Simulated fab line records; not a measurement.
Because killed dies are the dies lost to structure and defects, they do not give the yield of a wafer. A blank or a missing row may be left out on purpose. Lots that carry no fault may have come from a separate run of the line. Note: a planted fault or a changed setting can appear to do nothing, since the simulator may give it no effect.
fab line records	flow nand_harc
[record] lots = 24	wafers = 72	last_day = 29
route steps=1159 shown A_WL_FILL@810 A_CONTACT@881
lots that met no fault: taken from a fault-free run of the same line
start_h: start of the lot's first displayed wafer, in hours after the record's first day	wait_h: hours since the lot's step before	" unchanged from the row above	L1.1+2: a single row standing in for several wafers	- either no value or no given start	* or withheld: withheld	< > ~ a bound
route shown NAME@n: a module of which the file shows steps, and the number in the route of the first	usual: mean/standard deviation of fault-free wafers	same: alike in all rows	chamber/n: place in a boat	sites: each site's reading	_std_site: their standard deviation	_edge_site: outer sites' mean less inner sites'	radius_mm: for every site, how far away it sits from the centre of the wafer	mask NAME#n: copy n	behind: the last tool/chamber to shape the wafer	hold: what put the lot on hold/how long, in hours/how the hold closed	device: the n, p or np transistor that did not switch	end of line: the same wafers' tests at the end of the route	for a step that has no rows: nothing shown but its recipe	killed: dies that structure and defects cost at the first sort, which is not the same as the wafer's yield	map: per-die view of a wafer (x killed, . not killed, _ where there is no die)
set.NAME: the setting the step ran with; set.NAME@STEP: the setting that earlier step ran with	model.NAME: the simulator's own value behind a step, which no gauge read
a sample of lots followed through the steps of the route, with each step as a table and each wafer as a row
services: the hour from which a tool's chamber was out of use, counted from the record's first day as start_h (under 0 if before that day), plus the number of hours and why
[[steps]]
[step NHARC_A_WL_FILL_RTA_01]
[recipe] temp_c = 1000	time_s = 5
[usual] lamp_power_pct = 31/6.3	lamp_zone_1_pct = 31/6.3	lamp_zone_5_pct = 31/6.3	lamp_zone_6_pct = 31/6.3	wafer_temp_C_max = 1004.8/1.4
lot.wafer	tool	chamber	start_h	wait_h	lamp_power_pct	lamp_zone_1_pct	lamp_zone_5_pct	lamp_zone_6_pct	wafer_temp_C_max
L077.1	rtp_anneal-01	0	396.51	-	38	37	38	37	1006.0
L077.4	"	0	"	"	37	37	37	37	1008.9
L077.6	"	0	"	"	37	37	38	37	1005.3
L078.1	rtp_anneal-02	0	396.53	-	25	25	25	25	1002.9
L078.3	"	0	"	"	25	25	25	25	1004.8
L078.6	"	0	"	"	25	25	25	25	1003.7
L074.1	rtp_anneal-02	0	399.31	-	25	25	25	25	1003.1
L074.5	"	0	"	"	25	25	25	25	1004.5
L074.6	"	0	"	"	25	25	25	25	1004.9
L076.1	rtp_anneal-01	0	405.23	-	37	37	37	37	1004.9
L076.2	"	0	"	"	37	37	37	37	1004.7
L076.6	"	0	"	"	37	37	37	37	1006.9
L075.1	rtp_anneal-02	0	405.40	0.2	25	25	25	25	1003.3
L075.2	"	0	"	"	25	25	25	25	1005.0
L075.5	"	0	"	"	25	25	25	25	1003.7
L080.4	rtp_anneal-02	0	411.80	-	25	25	25	25	1003.7
L080.5	"	0	"	"	25	25	25	25	1003.8
L080.6	"	0	"	"	25	25	25	25	1004.9
L082.1	rtp_anneal-02	0	416.02	-	25	25	25	25	1002.0
L082.2	"	0	"	"	25	25	25	25	1002.2
L082.5	"	0	"	"	25	25	25	25	1004.1
L079.4	rtp_anneal-01	0	416.26	-	37	37	38	37	1005.7
L079.5	"	0	"	"	37	37	37	37	1005.2
L079.6	"	0	"	"	38	37	37	37	1005.9
L084.2	rtp_anneal-02	0	416.36	-	25	25	25	25	1004.2
L084.4	"	0	"	"	25	25	25	25	1004.3
L084.5	"	0	"	"	25	25	25	25	1003.5
L081.2	rtp_anneal-02	0	416.53	-	25	25	25	25	1003.5
L081.3	"	0	"	"	25	25	25	25	1005.5
L081.6	"	0	"	"	25	25	25	25	1002.7
L083.2	rtp_anneal-01	0	419.20	-	38	37	37	37	1004.7
L083.3	"	0	"	"	38	37	37	37	1006.5
L083.5	"	0	"	"	38	37	38	37	1005.7
L085.1	rtp_anneal-02	0	428.63	-	25	25	25	25	1004.2
L085.2	"	0	"	"	25	25	25	25	1004.8
L085.6	"	0	"	"	25	25	25	25	1003.9
L087.1	rtp_anneal-01	0	428.79	-	38	37	38	37	1007.0
L087.2	"	0	"	"	37	37	37	37	1005.7
L087.6	"	0	"	"	37	37	38	37	1005.7
L088.1	rtp_anneal-01	0	439.15	-	37	38	37	37	1005.7
L088.2	"	0	"	"	38	38	38	37	1004.2
L088.4	"	0	"	"	37	37	37	37	1005.8
L089.2	rtp_anneal-01	0	439.35	-	37	37	37	37	1005.7
L089.4	"	0	"	"	37	37	37	37	1006.7
L089.5	"	0	"	"	37	37	37	37	1006.1
L093.1	rtp_anneal-01	0	445.30	-	37	38	38	37	1007.1
L093.2	"	0	"	"	37	37	38	37	1006.4
L093.6	"	0	"	"	37	38	37	38	1008.3
L095.2	rtp_anneal-01	0	445.50	-	37	37	37	37	1005.4
L095.4	"	0	"	"	37	37	38	37	1010.6
L095.5	"	0	"	"	37	38	38	37	1007.7
L091.4	rtp_anneal-02	0	445.75	-	25	25	25	25	1004.0
L091.5	"	0	"	"	25	25	25	25	1003.5
L091.6	"	0	"	"	25	25	25	25	1005.0
L092.1	rtp_anneal-01	0	445.81	-	37	37	38	37	1004.1
L092.2	"	0	"	"	37	37	37	37	1005.0
L092.6	"	0	"	"	37	37	37	37	1005.8
L094.1	rtp_anneal-02	0	450.55	-	25	25	25	25	1004.9
L094.3	"	0	"	"	25	25	25	25	1003.9
L094.6	"	0	"	"	25	25	25	25	1004.2
L090.1	rtp_anneal-01	0	455.29	-	37	37	37	37	1004.2
L090.2	"	0	"	"	37	37	37	37	1008.9
L090.6	"	0	"	"	37	37	37	37	1004.7
L086.1	rtp_anneal-01	0	455.46	-	38	37	37	37	1005.1
L086.3	"	0	"	"	37	37	38	37	1004.4
L086.5	"	0	"	"	37	37	37	37	1004.3
L097.1	rtp_anneal-02	0	469.04	-	25	25	25	25	1003.7
L097.2	"	0	"	"	25	25	25	25	1003.0
L097.6	"	0	"	"	25	25	25	25	1003.3
L096.1	rtp_anneal-02	0	471.79	-	25	25	25	25	1003.9
L096.4	"	0	"	"	25	25	25	25	1004.1
L096.5	"	0	"	"	25	25	25	25	1003.1
[step NHARC_A_WL_FILL_ETCHBACK_04]
[recipe] target_depth_a = 600	time_s = 120	chemistry = NF3
[usual] drypump_motor_current_A = 5.7/0.49	oes_product_au = 1.009/0.0089
lot.wafer	tool	chamber	start_h	wait_h	drypump_motor_current_A	oes_product_au	rf_hours_counter_h
L077.1	rie_metal-03	1	406.54	2.8	6.0	1.020	1.7
L077.4	"	0	"	"	6.0	1.000	-
L077.6	"	0	"	"	6.0	1.000	-
L078.1	rie_metal-02	0	408.80	2.9	5.6	1.012	0.2
L078.3	"	0	"	"	5.6	1.007	-
L078.6	"	1	"	"	5.6	1.020	-
L074.1	rie_metal-01	0	414.76	2.9	4.7	1.002	1.6
L074.5	"	1	"	"	6.3	0.993	-
L074.6	"	0	"	"	4.7	1.013	-
L076.1	rie_metal-01	1	417.47	2.8	6.3	0.990	1.8
L076.2	"	0	"	"	4.7	1.000	1.8
L076.6	"	1	"	"	6.3	0.990	-
L075.1	rie_metal-03	0	418.71	2.9	6.0	1.000	2.2
L075.2	"	1	"	"	6.0	1.005	2.1
L075.5	"	1	"	"	6.0	1.009	-
L080.4	rie_metal-02	0	420.40	1.5	5.6	1.001	-
L080.5	"	0	"	"	5.6	0.999	-
L080.6	"	1	"	"	5.6	1.016	-
L082.1	rie_metal-03	1	423.68	2.8	6.0	1.018	2.3
L082.2	"	0	"	"	6.0	1.002	2.5
L082.5	"	1	"	"	6.0	1.004	-
L079.4	rie_metal-02	1	425.95	1.5	5.6	1.018	-
L079.5	"	1	"	"	5.6	1.005	-
L079.6	"	0	"	"	5.6	1.000	-
L084.2	rie_metal-01	1	426.48	2.8	6.2	1.007	2.1
L084.4	"	0	"	"	4.7	1.000	-
L084.5	"	0	"	"	4.7	1.011	-
L081.2	rie_metal-02	0	428.72	2.8	5.6	0.999	1.2
L081.3	"	1	"	"	5.6	1.013	-
L081.6	"	0	"	"	5.6	0.998	-
L083.2	rie_metal-01	0	431.62	2.9	4.7	0.994	2.4
L083.3	"	0	"	"	4.7	1.002	-
L083.5	"	1	"	"	6.2	0.988	-
L085.1	rie_metal-02	1	439.48	2.4	5.6	1.013	1.6
L085.2	"	0	"	"	5.6	1.009	1.6
L085.6	"	1	"	"	5.6	1.015	-
L087.2	rie_metal-03	0	442.29	2.4	6.0	1.011	3.0
L087.1	"	1	"	"	6.0	1.020	2.8
L087.6	"	0	"	"	6.0	1.002	-
L088.1	rie_metal-01	0	459.34	2.8	4.7	1.010	2.8
L088.2	"	1	"	"	6.3	1.003	2.8
L088.4	"	1	"	"	6.2	0.995	-
L089.2	rie_metal-02	0	459.61	2.8	5.6	1.012	2.0
L089.4	"	1	"	"	5.6	1.015	-
L089.5	"	1	"	"	5.6	1.015	-
L093.2	rie_metal-03	1	468.02	2.8	6.0	1.016	0.0
L093.1	"	0	"	"	6.0	1.021	0.0
L093.6	"	1	"	"	6.0	1.016	-
L095.2	rie_metal-03	1	472.83	2.4	6.0	1.019	0.2
L095.4	"	0	"	"	6.0	1.022	-
L095.5	"	1	"	"	6.0	1.023	-
L091.4	rie_metal-01	1	475.32	1.5	6.3	1.001	-
L091.5	"	0	"	"	4.7	1.005	-
L091.6	"	1	"	"	6.3	0.995	-
L092.1	rie_metal-02	1	475.66	2.9	5.6	1.024	2.3
L092.2	"	0	"	"	5.6	1.009	2.3
L092.6	"	0	"	"	5.6	0.997	-
L094.1	rie_metal-03	0	479.07	2.4	6.0	1.011	0.5
L094.3	"	0	"	"	6.0	1.022	-
L094.6	"	0	"	"	6.0	1.016	-
L090.2	rie_metal-02	0	480.29	2.8	5.6	1.003	2.5
L090.1	"	1	"	"	5.6	1.012	2.5
L090.6	"	0	"	"	5.6	1.003	-
L086.1	rie_metal-01	1	483.11	2.4	6.3	1.008	3.4
L086.3	"	0	"	"	4.7	1.016	-
L086.5	"	1	"	"	6.3	1.018	-
L097.1	rie_metal-02	0	497.41	2.8	5.6	1.010	3.2
L097.2	"	1	"	"	5.6	1.009	3.2
L097.6	"	0	"	"	5.6	1.006	-
L096.1	rie_metal-01	1	503.86	2.4	6.2	1.006	4.1
L096.4	"	0	"	"	4.7	1.008	-
L096.5	"	0	"	"	4.7	1.014	-
[step NHARC_A_WL_FILL_ETCHBACK_16]
[recipe] target_depth_a = 880	time_s = 17.6	c4f8_flow_sccm = withheld	o2_flow_sccm = 8	ar_flow_sccm = withheld	rf_w = 600	bias_w = 800	chemistry = C4F8/O2/Ar
[usual] oes_product_au = 0.988/0.021	rf_fwd_power_W = 588/3.1	rf_vpp_V = 724/5.1
lot.wafer	tool	chamber	start_h	wait_h	oes_product_au	rf_fwd_power_W	rf_hours_counter_h	rf_vpp_V
L077.4	rie_diel-02	0	-	-	0.952	588	1.2	729
L077.1	"	1	"	"	0.925	590	1.2	727
L077.6	"	2	"	"	0.959	588	-	720
L078.1	rie_diel-13	1	-	-	0.986	584	8.7	717
L078.3	"	2	"	"	0.991	589	9.0	730
L078.6	"	3	"	"	0.983	584	-	717
L076.1	rie_diel-13	3	-	-	0.989	584	9.4	718
L076.2	"	0	"	"	0.994	594	9.1	716
L076.6	"	2	"	"	1.014	593	-	728
L074.1	rie_diel-07	3	-	-	1.005	587	0.4	729
L074.6	"	3	"	"	1.002	585	-	730
L074.5	"	0	"	"	1.008	588	-	727
L075.1	rie_diel-02	3	-	-	1.008	584	1.4	719
L075.2	"	0	"	"	1.013	588	1.4	728
L075.5	"	1	"	"	0.983	590	-	727
L080.4	rie_diel-02	2	-	-	1.010	588	1.3	720
L080.6	"	0	"	"	1.000	588	-	730
L080.5	"	1	"	"	0.981	589	-	726
L082.2	rie_diel-07	3	-	-	0.994	587	0.6	729
L082.1	"	1	"	"	1.001	586	0.5	725
L082.5	"	2	"	"	1.002	589	-	729
L081.3	rie_diel-07	2	-	-	0.993	591	0.6	728
L081.2	"	3	"	"	1.001	582	0.6	730
L081.6	"	1	"	"	1.009	585	-	725
L079.4	rie_diel-02	1	-	-	0.953	589	1.5	726
L079.5	"	2	"	"	0.954	589	-	720
L079.6	"	3	"	"	0.964	583	-	716
L084.2	rie_diel-02	2	-	-	0.973	587	1.3	718
L084.4	"	3	"	"	0.987	584	1.4	720
L084.5	"	0	"	"	0.991	587	-	729
L083.2	rie_diel-07	2	-	-	0.979	588	0.6	727
L083.3	"	0	"	"	0.984	585	0.7	726
L083.5	"	3	"	"	0.961	584	-	731
L087.2	rie_diel-07	2	-	-	0.996	588	0.7	729
L087.1	"	3	"	"	1.006	587	0.8	730
L087.6	"	3	"	"	0.991	588	-	730
L085.2	rie_diel-02	3	-	-	1.003	582	1.5	719
L085.1	"	0	"	"	1.002	588	1.6	731
L085.6	"	3	"	"	1.001	587	-	720
L088.4	rie_diel-13	2	-	-	0.987	593	0.3	730
L088.2	"	3	"	"	1.002	582	0.3	716
L088.1	"	1	"	"	0.998	584	0.3	719
L089.2	rie_diel-02	3	-	-	0.990	585	2.1	719
L089.4	"	1	"	"	0.975	587	2.2	726
L089.5	"	0	"	"	0.993	587	-	729
L093.1	rie_diel-07	3	-	-	1.008	587	1.8	729
L093.2	"	1	"	"	1.006	586	1.8	725
L093.6	"	3	"	"	1.015	580	-	730
L091.4	rie_diel-07	1	-	-	1.015	586	1.8	726
L091.6	"	0	"	"	1.013	586	-	726
L091.5	"	1	"	"	1.007	584	-	725
L095.2	rie_diel-13	0	-	-	0.997	594	1.3	716
L095.4	"	3	"	"	0.998	586	1.2	716
L095.5	"	0	"	"	0.997	594	-	718
L092.2	rie_diel-02	2	-	-	0.921	585	2.2	720
L092.1	"	3	"	"	0.928	589	2.4	719
L092.6	"	0	"	"	0.929	587	-	729
L094.1	rie_diel-07	1	-	-	0.982	587	2.1	726
L094.3	"	2	"	"	0.970	587	1.9	728
L094.6	"	1	"	"	0.978	584	-	724
L090.1	rie_diel-13	1	-	-	0.967	585	1.0	718
L090.2	"	2	"	"	0.960	591	0.9	730
L090.6	"	3	"	"	0.974	586	-	716
L086.3	rie_diel-07	3	-	-	0.992	585	2.1	730
L086.1	"	0	"	"	1.002	589	2.2	728
L086.5	"	2	"	"	0.984	591	-	728
L097.1	rie_diel-13	2	-	-	0.983	591	1.4	729
L097.2	"	1	"	"	0.995	586	1.4	718
L097.6	"	2	"	"	0.991	590	-	730
L096.1	rie_diel-13	3	-	-	1.002	584	2.1	716
L096.4	"	2	"	"	0.993	591	-	729
L096.5	"	3	"	"	1.006	584	-	717
[step NHARC_A_CONTACT_ETCH_102]
[recipe] target_depth_a = 700	overetch_a = 70	time_s = 38.5	ion_energy_ev = 100	cf4_flow_sccm = 80	o2_flow_sccm = 20	ar_flow_sccm = 0	rf_w = 300	bias_w = 100	chemistry = CF4/O2
[usual] drypump_motor_current_A = 5.8/0.61	oes_product_au = 0.997/0.008	rf_fwd_power_W = 295.8/1.6	rf_vpp_V = 197.9/1.4	showerhead_plenum_p_Torr = 1.34/0.057	throttle_valve_pct = 13.397/0.0092
lot.wafer	tool	chamber	start_h	wait_h	drypump_motor_current_A	oes_product_au	rf_fwd_power_W	rf_hours_counter_h	rf_vpp_V	showerhead_plenum_p_Torr	throttle_valve_pct
L077.4	rie_diel-05	2	447.59	0.1	6.4	1.000	296.7	44	199.3	1.38	13.391
L077.1	"	3	"	"	5.5	0.993	292.7	47	196.5	1.27	13.397
L077.6	"	2	"	"	6.4	0.988	296.6	-	200.5	1.38	13.391
L078.3	rie_diel-06	3	448.95	0.1	5.9	1.004	295.9	5	198.4	1.39	13.402
L078.1	"	0	"	"	6.7	0.991	295.7	6	197.7	1.36	13.383
L078.6	"	2	"	"	5.3	1.006	294.9	-	196.7	1.26	13.409
L076.1	rie_diel-06	3	454.58	0.0	5.9	0.985	295.4	6	198.3	1.39	13.378
L076.2	"	0	"	"	6.7	1.004	293.9	7	198.3	1.36	13.394
L076.6	"	3	"	"	5.9	0.995	296.2	-	199.3	1.39	13.396
L074.1	rie_diel-06	0	455.56	0.1	6.7	0.996	295.5	7	198.5	1.36	13.388
L074.6	"	2	"	"	5.3	1.012	296.5	-	196.2	1.26	13.404
L074.5	"	3	"	"	5.9	0.993	296.8	-	199.6	1.39	13.388
L075.2	rie_diel-04	0	460.63	0.1	6.4	0.994	297.2	83	196.3	1.27	13.401
L075.1	"	2	"	"	6.4	1.000	297.4	78	199.6	1.34	13.395
L075.5	"	0	"	"	6.4	0.998	297.0	-	196.3	1.27	13.403
L082.2	rie_diel-06	1	469.66	0.1	5.0	0.993	294.8	11	199.5	1.42	13.388
L082.1	"	2	"	"	5.3	1.013	295.2	11	195.2	1.26	13.390
L082.5	"	1	"	"	5.0	0.986	295.9	-	200.8	1.42	13.407
L080.4	rie_diel-06	1	470.51	0.1	5.0	0.995	295.6	11	199.2	1.42	13.396
L080.5	"	0	"	"	6.7	0.987	296.0	-	198.4	1.36	13.401
L080.6	"	1	"	"	5.0	0.991	294.9	-	199.9	1.42	13.391
L079.4	rie_diel-05	2	476.61	0.1	6.4	0.997	297.1	56	199.7	1.37	13.391
L079.6	"	3	"	"	5.5	0.990	291.3	-	197.0	1.27	13.393
L079.5	"	0	"	"	5.2	0.989	296.9	-	196.3	1.33	13.407
L081.2	rie_diel-06	3	476.85	0.1	5.9	0.989	296.1	14	199.1	1.39	13.419
L081.3	"	2	"	"	5.3	1.004	293.4	13	195.4	1.25	13.394
L081.6	"	0	"	"	6.7	0.987	297.7	-	197.6	1.36	13.392
L084.2	rie_diel-04	2	480.33	0.1	6.4	1.001	296.2	2	198.8	1.34	13.404
L084.4	"	3	"	"	5.1	0.995	294.5	2	199.2	1.42	13.406
L084.5	"	0	"	"	6.4	1.003	298.8	-	196.8	1.27	13.412
L083.3	rie_diel-05	3	485.54	0.1	5.5	1.003	291.7	59	197.3	1.27	13.396
L083.2	"	2	"	"	6.4	0.991	296.8	60	199.3	1.37	13.403
L083.5	"	2	"	"	6.5	1.002	297.9	-	198.1	1.37	13.403
L087.2	rie_diel-05	1	497.83	0.1	6.0	1.003	295.9	59	197.4	1.29	13.408
L087.1	"	0	"	"	5.2	1.002	296.3	68	196.3	1.32	13.405
L087.6	"	1	"	"	6.1	1.012	295.8	-	196.8	1.29	13.405
L085.2	rie_diel-04	0	501.01	0.1	6.4	1.008	297.4	9	198.1	1.27	13.402
L085.1	"	1	"	"	5.4	0.991	294.5	11	199.1	1.34	13.400
L085.6	"	2	"	"	6.4	1.012	297.3	-	196.2	1.34	13.410
L088.1	rie_diel-05	3	513.40	0.1	5.5	0.996	294.0	69	196.6	1.26	13.405
L088.4	"	0	"	"	5.3	1.002	295.6	74	196.7	1.32	13.400
L088.2	"	1	"	"	6.1	1.010	294.2	65	195.7	1.29	13.422
L089.2	rie_diel-06	1	516.19	0.0	5.0	0.993	293.3	20	198.6	1.42	13.409
L089.4	"	3	"	"	5.8	1.001	296.1	20	197.3	1.39	13.393
L089.5	"	1	"	"	5.0	0.991	295.2	-	200.2	1.42	13.395
L093.1	rie_diel-06	0	521.11	0.1	6.7	0.990	295.8	22	197.6	1.36	13.388
L093.2	"	1	"	"	5.0	0.998	293.0	21	198.7	1.42	13.379
L093.6	"	0	"	"	6.7	0.989	297.0	-	199.0	1.36	13.392
L092.1	rie_diel-06	0	524.77	0.0	6.7	0.986	295.5	23	199.0	1.36	13.400
L092.2	"	1	"	"	5.0	0.993	295.7	22	199.2	1.42	13.401
L092.6	"	1	"	"	5.0	0.989	294.4	-	199.1	1.42	13.412
L091.4	rie_diel-04	2	526.02	0.1	6.4	0.995	296.9	19	197.9	1.33	13.396
L091.5	"	3	"	"	5.1	1.001	294.3	-	200.0	1.42	13.406
L091.6	"	0	"	"	6.4	0.993	299.3	-	195.7	1.27	13.402
L095.2	rie_diel-04	0	528.19	0.1	6.4	1.006	298.1	19	197.2	1.27	13.381
L095.4	"	1	"	"	5.4	0.992	296.2	20	197.0	1.34	13.398
L095.5	"	2	"	"	6.4	0.997	295.9	-	197.1	1.33	13.385
L094.1	rie_diel-04	0	532.45	0.1	6.4	1.004	299.5	22	196.1	1.27	13.376
L094.3	"	1	"	"	5.4	0.990	295.7	23	197.6	1.34	13.407
L094.6	"	0	"	"	6.4	1.007	298.7	-	195.8	1.27	13.396
L090.1	rie_diel-06	3	532.59	0.1	5.9	0.983	295.5	25	198.4	1.39	13.402
L090.2	"	0	"	"	6.7	0.998	294.9	26	199.2	1.36	13.414
L090.6	"	3	"	"	5.9	0.999	295.1	-	197.4	1.39	13.373
L086.3	rie_diel-04	1	541.67	0.1	5.4	0.992	295.8	27	197.2	1.34	13.399
L086.1	"	0	"	"	6.4	1.009	297.9	26	196.4	1.27	13.395
L086.5	"	2	"	"	6.4	1.007	296.8	-	198.4	1.33	13.385
L097.1	rie_diel-06	0	552.22	0.1	6.7	0.992	296.5	28	199.8	1.36	13.411
L097.2	"	1	"	"	5.0	0.982	296.1	28	200.1	1.41	13.394
L097.6	"	3	"	"	5.9	0.994	298.7	-	199.4	1.39	13.391
L096.4	rie_diel-06	0	559.71	0.1	6.7	0.990	297.3	30	198.1	1.35	13.403
L096.1	"	1	"	"	5.0	0.983	295.5	30	199.4	1.41	13.388
L096.5	"	0	"	"	6.7	0.985	295.3	-	197.8	1.36	13.400
[step NHARC_A_CONTACT_ETCH_131]
[recipe] source_w = withheld	pressure_mtorr = 20	bias_v = 1200	time_s = 155	target_depth_a = 9560	ar_flow_sccm = withheld	c4f8_flow_sccm = withheld	o2_flow_sccm = withheld	chemistry = C4F8/O2/Ar
lot.wafer	tool	chamber	start_h	wait_h	rf_hours_counter_h
L077.1	har_cap_etch-01	1	454.91	0.1	58
L077.4	"	1	"	"	-
L077.6	"	0	"	"	-
L078.1	har_cap_etch-03	0	457.24	0.1	83
L078.3	"	0	"	"	-
L078.6	"	1	"	"	-
L076.1	har_cap_etch-01	1	465.08	0.1	60
L076.2	"	0	"	"	60
L076.6	"	0	"	"	-
L074.1	har_cap_etch-03	1	466.26	0.1	85
L074.6	"	0	"	"	-
L074.5	"	1	"	"	-
L075.1	har_cap_etch-03	1	470.71	0.1	87
L075.2	"	0	"	"	87
L075.5	"	1	"	"	-
L082.1	har_cap_etch-02	1	476.74	0.1	20
L082.2	"	0	"	"	20
L082.5	"	1	"	"	-
L080.4	har_cap_etch-01	0	477.84	0.2	-
L080.6	"	0	"	"	-
L080.5	"	1	"	"	-
L079.4	har_cap_etch-02	1	485.64	0.1	-
L079.5	"	1	"	"	-
L079.6	"	0	"	"	-
L081.2	har_cap_etch-01	1	487.55	0.1	66
L081.3	"	0	"	"	-
L081.6	"	0	"	"	-
L084.2	har_cap_etch-01	0	492.59	0.1	67
L084.4	"	1	"	"	-
L084.5	"	0	"	"	-
L083.2	har_cap_etch-03	1	495.00	0.2	93
L083.3	"	1	"	"	-
L083.5	"	1	"	"	-
L087.1	har_cap_etch-01	1	503.49	0.1	70
L087.2	"	0	"	"	70
L087.6	"	0	"	"	-
L085.2	har_cap_etch-03	0	518.98	0.1	96
L085.1	"	1	"	"	96
L085.6	"	1	"	"	-
L088.1	har_cap_etch-02	1	519.02	0.1	28
L088.2	"	0	"	"	28
L088.4	"	1	"	"	-
L089.2	har_cap_etch-03	0	521.84	0.1	98
L089.4	"	0	"	"	-
L089.5	"	0	"	"	-
L093.2	har_cap_etch-03	1	528.80	0.1	100
L093.1	"	0	"	"	100
L093.6	"	0	"	"	-
L092.2	har_cap_etch-01	1	533.06	0.1	77
L092.1	"	0	"	"	77
L092.6	"	0	"	"	-
L091.4	har_cap_etch-03	0	533.08	0.1	-
L091.5	"	0	"	"	-
L091.6	"	1	"	"	-
L095.2	har_cap_etch-02	1	534.19	0.1	33
L095.4	"	0	"	"	-
L095.5	"	1	"	"	-
L094.1	har_cap_etch-01	1	538.01	0.1	78
L094.3	"	1	"	"	-
L094.6	"	1	"	"	-
L090.2	har_cap_etch-02	1	538.59	0.1	34
L090.1	"	0	"	"	34
L090.6	"	0	"	"	-
L086.1	har_cap_etch-01	0	550.22	0.1	81
L086.3	"	1	"	"	-
L086.5	"	0	"	"	-
L097.2	har_cap_etch-01	0	561.19	0.1	85
L097.1	"	1	"	"	85
L097.6	"	0	"	"	-
L096.1	har_cap_etch-03	0	565.09	0.1	1
L096.4	"	0	"	"	-
L096.5	"	1	"	"	-
[step NHARC_A_CONTACT_OVL_MEAS_09]
[usual] overlay_x_nm = 0.2/0.7	overlay_y_nm = -0.2/0.89
lot.wafer	tool	chamber	start_h	wait_h	overlay_x_nm	overlay_y_nm
L077.1	overlay-02	-	463.61	-	-0.3	-0.1
L077.4	"	-	"	"	-0.2	-0.1
L077.6	"	-	"	"	-0.1	0.6
L078.1	overlay-01	-	466.24	-	0.0	0.6
L078.3	"	-	"	"	-0.4	0.3
L078.6	"	-	"	"	0.1	0.3
L074.1	overlay-01	-	472.66	-	-0.8	0.4
L074.5	"	-	"	"	0.2	-0.1
L074.6	"	-	"	"	-0.5	0.6
L076.1	overlay-02	-	473.46	-	0.7	0.1
L076.2	"	-	"	"	0.1	-0.4
L076.6	"	-	"	"	0.0	-0.6
L075.1	overlay-02	-	479.19	-	-1.2	-0.8
L075.2	"	-	"	"	-1.1	-0.7
L075.5	"	-	"	"	-0.9	-0.7
L082.1	overlay-01	-	486.26	-	0.7	1.3
L082.2	"	-	"	"	1.5	0.6
L082.5	"	-	"	"	1.6	0.2
L080.4	overlay-02	-	487.76	-	0.8	-1.2
L080.5	"	-	"	"	0.9	-1.5
L080.6	"	-	"	"	0.5	-1.5
L079.4	overlay-02	-	493.10	-	1.0	0.5
L079.5	"	-	"	"	0.7	0.5
L079.6	"	-	"	"	0.7	0.6
L081.2	overlay-01	-	493.79	-	0.2	0.4
L081.3	"	-	"	"	-0.1	0.5
L081.6	"	-	"	"	0.1	0.3
L084.2	overlay-02	-	496.76	-	0.3	-1.9
L084.4	"	-	"	"	0.0	-2.0
L084.5	"	-	"	"	-0.1	-1.6
L083.2	overlay-01	-	499.62	-	-0.5	-0.4
L083.3	"	-	"	"	0.1	-0.3
L083.5	"	-	"	"	-0.1	-0.2
L087.1	overlay-02	-	508.43	-	0.1	0.9
L087.2	"	-	"	"	-0.2	1.0
L087.6	"	-	"	"	-0.1	1.8
L088.1	overlay-01	-	524.73	-	-0.4	-0.7
L088.2	"	-	"	"	-0.7	-0.3
L088.4	"	-	"	"	-1.4	-0.8
L085.1	overlay-01	-	526.12	-	0.5	0.6
L085.2	"	-	"	"	-0.4	1.4
L085.6	"	-	"	"	0.1	1.3
L089.2	overlay-02	-	527.26	-	-1.4	-2.3
L089.4	"	-	"	"	-0.5	-2.1
L089.5	"	-	"	"	-0.5	-1.9
L093.1	overlay-02	-	534.58	-	0.5	-0.1
L093.2	"	-	"	"	0.6	-0.6
L093.6	"	-	"	"	0.9	-0.4
L091.4	overlay-01	-	540.89	-	1.2	-0.5
L091.5	"	-	"	"	0.5	-1.0
L091.6	"	-	"	"	0.9	-0.4
L092.1	overlay-02	-	541.52	-	0.8	0.3
L092.2	"	-	"	"	0.9	0.1
L092.6	"	-	"	"	1.4	0.0
L095.2	overlay-02	-	542.15	-	2.0	0.3
L095.4	"	-	"	"	0.9	0.0
L095.5	"	-	"	"	1.9	0.4
L094.1	overlay-02	-	544.66	-	-0.4	0.0
L094.3	"	-	"	"	-0.7	0.2
L094.6	"	-	"	"	-0.5	-0.5
L090.1	overlay-01	-	545.87	-	1.3	-0.2
L090.2	"	-	"	"	0.5	0.2
L090.6	"	-	"	"	0.8	0.4
L086.1	overlay-01	-	557.04	-	0.2	-1.1
L086.3	"	-	"	"	0.5	-1.4
L086.5	"	-	"	"	0.1	-1.2
L097.1	overlay-01	-	565.94	-	-0.4	0.3
L097.2	"	-	"	"	0.6	0.8
L097.6	"	-	"	"	0.0	0.5
L096.1	overlay-01	-	570.65	-	0.8	-1.3
L096.4	"	-	"	"	0.9	-1.3
L096.5	"	-	"	"	0.2	-1.2
[[services]]
tool	chamber	start_h	hours	kind
rie_metal-03	1	375.97	5.7	repair
rie_diel-02	2	381.34	3.1	repair
rie_diel-07	0	382.98	2.0	repair
rie_diel-06	1	383.52	8.2	repair
rie_metal-02	-	388.00	9.0	pm
rie_diel-07	-	405.20	9.0	pm
rie_diel-04	3	408.30	13.9	repair
rie_diel-06	-	418.69	9.0	pm
rie_diel-13	-	453.00	9.0	pm
rie_metal-03	-	453.00	9.0	pm
rie_diel-04	3	461.57	8.7	repair
rie_diel-04	-	466.00	9.0	pm
har_cap_etch-01	-	467.90	0.2	repair
rie_diel-02	1	498.31	9.9	repair
rie_diel-02	-	504.70	9.0	pm
rie_metal-01	-	509.00	9.0	pm
rie_diel-13	1	512.42	4.0	repair
rie_metal-03	-	524.99	2.2	repair
rie_metal-01	-	527.47	0.3	repair
rie_diel-02	-	532.85	1.0	repair
rie_metal-02	0	542.53	4.7	repair
har_cap_etch-03	-	545.00	17.0	pm
rie_diel-02	2	546.91	3.0	repair
rie_diel-02	0	557.79	8.5	repair
[[key]]
fault none
